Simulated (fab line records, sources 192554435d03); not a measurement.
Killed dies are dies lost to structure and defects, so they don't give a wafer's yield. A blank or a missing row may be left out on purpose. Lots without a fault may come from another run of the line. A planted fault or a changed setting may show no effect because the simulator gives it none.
One fault seen from 3 desks | flow n5_finfet | each desk has only its own numbers; what lay behind them comes last

THE TOOL OWNER'S DESK: rie_diel-02
The tool's own readings at N5_PASSIVATION_PASS_ETCH_74 (etches SiNx in CF4/O2, target depth 220 nm, time 110 s): means of the sampled wafers that have a number, for each lot that ran on this tool. A lot is out of limits, marked OUT, if its mean lies more than 4 standard deviations from the usual mean; the brackets give that distance.
Columns: A = drypump_motor_current_A at N5_PASSIVATION_PASS_ETCH_74, usual 5.7 A; B = oes_product_au at N5_PASSIVATION_PASS_ETCH_74, usual 0.79 a.u.; C = rf_vpp_V at N5_PASSIVATION_PASS_ETCH_74, usual 239 V; D = showerhead_plenum_p_Torr at N5_PASSIVATION_PASS_ETCH_74, usual 2.17 Torr; E = throttle_valve_pct at N5_PASSIVATION_PASS_ETCH_74, usual 16.02 %
lot  | first seen here | A   | B    | C   | D    | E
L894 | day 13 18:24    | 5.5 | 0.94 | 242 | 2.16 | 15.61
L904 | day 16 10:52    | 5.5 | 0.81 | 244 | 2.16 | 15.82
L908 | day 16 17:50    | 5.1 | 0.71 | 236 | 2.08 | 15.93
This desk's finding: nothing out of limits on any of the 3 lots.

THE DEFECT DESK
What the inspections along the route counted, lot by lot: means of the sampled wafers that have a number. A lot is out of limits, marked OUT, if its mean lies more than 4 standard deviations from the usual mean; the brackets give that distance.
Columns: A = raw_defect_count at N5_PASSIVATION_INSPECT_61, usual 2.4
lot  | first seen here | A
L894 | day 13 18:13    | 2.0
L899 | day 15 04:05    | 3.3
L903 | day 16 07:32    | 1.3
L904 | day 16 10:46    | 1.3
L908 | day 16 17:31    | 0.5
This desk's finding: nothing out of limits on any of the 5 lots.

THE METROLOGY DESK
What the gauges read, lot by lot, whatever tool the lot ran on: means of the sampled wafers that have a number. A lot is out of limits, marked OUT, if its mean lies more than 4 standard deviations from the usual mean; the brackets give that distance.
Columns: A = cd_nm at N5_PASSIVATION_CD_MEAS_10, usual 2999.1 nm; B = TV_OVL at N5_PASSIVATION_OVL_MEAS_60, usual 3 nm
lot  | first seen here | A      | B
L894 | day 13 18:10    | 2998.9 | -8
L899 | day 15 04:02    | 2997.8 | -4
L903 | day 16 07:28    | 2998.1 | 5
L904 | day 16 10:43    | 2998.9 | 13
L908 | day 16 17:28    | 2999.1 | -4
This desk's finding: nothing out of limits on any of the 5 lots.

PUT TOGETHER
The tool owner's desk saw nothing out of limits.
The defect desk saw nothing out of limits.
The metrology desk saw nothing out of limits.

WHAT THE SIMULATOR HAD PUT IN
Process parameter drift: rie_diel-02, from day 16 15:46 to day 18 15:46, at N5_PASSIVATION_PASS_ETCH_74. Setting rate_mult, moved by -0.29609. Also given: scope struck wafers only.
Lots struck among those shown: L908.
